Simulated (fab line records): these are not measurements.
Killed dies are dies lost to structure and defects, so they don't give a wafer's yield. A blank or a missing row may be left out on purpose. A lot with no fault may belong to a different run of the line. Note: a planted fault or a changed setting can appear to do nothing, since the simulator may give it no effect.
Matching of chambers :: flow nand harc :: NHARC_P_M2_CMP_23 on cmp-01 has 4 sister chambers
The step polishes, t overpolish 20 s, target thk 144.3 nm. 14 wafers are shown with their chamber, then 6 later ones without.

## EACH WAFER AND ITS CHAMBER
wafer: L776.1
chamber: 3
motor current A (A): 10.8
time to endpoint s (s): 29.3
slurry filter dp kPa (kPa): 13.58

wafer: L776.4
chamber: 0
motor current A (A): 11.7
time to endpoint s (s): 31.5
slurry filter dp kPa (kPa): 13.63

wafer: L776.6
chamber: 1
motor current A (A): 11.1
time to endpoint s (s): 29.6
slurry filter dp kPa (kPa): 13.57

wafer: L778.1
chamber: 0
motor current A (A): 12.9
time to endpoint s (s): 30.2
slurry filter dp kPa (kPa): 13.34

wafer: L778.3
chamber: 1
motor current A (A): 11.1
time to endpoint s (s): 28.5
slurry filter dp kPa (kPa): 13.31

wafer: L778.6
chamber: 2
motor current A (A): 10.0
time to endpoint s (s): 28.4
slurry filter dp kPa (kPa): 13.62

wafer: L779.1
chamber: 2
motor current A (A): 10.3
time to endpoint s (s): 27.3
slurry filter dp kPa (kPa): 13.53

wafer: L779.3
chamber: 0
motor current A (A): 13.1
time to endpoint s (s): 29.8
slurry filter dp kPa (kPa): 13.43

wafer: L779.6
chamber: 1
motor current A (A): 10.5
time to endpoint s (s): 27.7
slurry filter dp kPa (kPa): 13.57

wafer: L782.1
chamber: 0
motor current A (A): 12.6
time to endpoint s (s): 32.0
slurry filter dp kPa (kPa): 13.25

wafer: L782.5
chamber: 3
motor current A (A): 11.7
time to endpoint s (s): 27.4
slurry filter dp kPa (kPa): 13.36

wafer: L782.6
chamber: 0
motor current A (A): 11.4
time to endpoint s (s): 30.4
slurry filter dp kPa (kPa): 13.61

wafer: L783.1
chamber: 1
motor current A (A): 10.8
time to endpoint s (s): 32.3
slurry filter dp kPa (kPa): 13.75

wafer: L783.6
chamber: 1
motor current A (A): 11.5
time to endpoint s (s): 31.3
slurry filter dp kPa (kPa): 13.66

SIGNATURES, as means of the wafers listed above
reading: motor current A
chamber 0: 12.340
chamber 1: 11.000
chamber 2: 10.150
chamber 3: 11.250
scatter within a chamber: 0.571

reading: time to endpoint s
chamber 0: 30.780
chamber 1: 29.880
chamber 2: 27.850
chamber 3: 28.350
scatter within a chamber: 1.43

reading: slurry filter dp kPa
chamber 0: 13.4520
chamber 1: 13.5720
chamber 2: 13.5750
chamber 3: 13.4700
scatter within a chamber: 0.157
Rule: a wafer lies at a distance from a chamber equal to the root of the sum of squares, over the readings, of (its reading less the chamber's mean, divided by the reading's scatter). If the next closest chamber is less than 2 further off than the closest, the wafer can't be placed; otherwise it belongs to the closest. The scatter is the square root of a quotient: the sum, over the shown wafers, of each reading's squared deviation from its chamber's mean, divided by wafers minus chambers.

## WAFERS WITH NO CHAMBER GIVEN
wafer: L799.1
motor current A (A): 12.9
time to endpoint s (s): 31.3
slurry filter dp kPa (kPa): 13.80

wafer: L799.4
motor current A (A): 11.4
time to endpoint s (s): 30.2
slurry filter dp kPa (kPa): 13.56

wafer: L799.6
motor current A (A): 12.7
time to endpoint s (s): 31.8
slurry filter dp kPa (kPa): 13.41

wafer: L798.1
motor current A (A): 12.9
time to endpoint s (s): 29.0
slurry filter dp kPa (kPa): 13.21

wafer: L798.2
motor current A (A): 10.2
time to endpoint s (s): 28.1
slurry filter dp kPa (kPa): 13.50

wafer: L798.4
motor current A (A): 10.9
time to endpoint s (s): 28.2
slurry filter dp kPa (kPa): 13.49

## WHICH CHAMBER EACH WENT THROUGH
wafer: L799.1
from the rows above: can't be placed: 0 or 1 or 3
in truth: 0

wafer: L799.4
from the rows above: can't be placed: 1 or 3 or 0 or 2
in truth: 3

wafer: L799.6
from the rows above: 0
in truth: 0

wafer: L798.1
from the rows above: can't be placed: 0 or 3 or 1
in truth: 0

wafer: L798.2
from the rows above: can't be placed: 2 or 3 or 1
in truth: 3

wafer: L798.4
from the rows above: can't be placed: 3 or 1 or 2
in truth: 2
Placed correctly: 1 of 6. Unplaceable from these rows: 5, with the true chamber sitting among the candidates in 5. 0 placed wrongly.
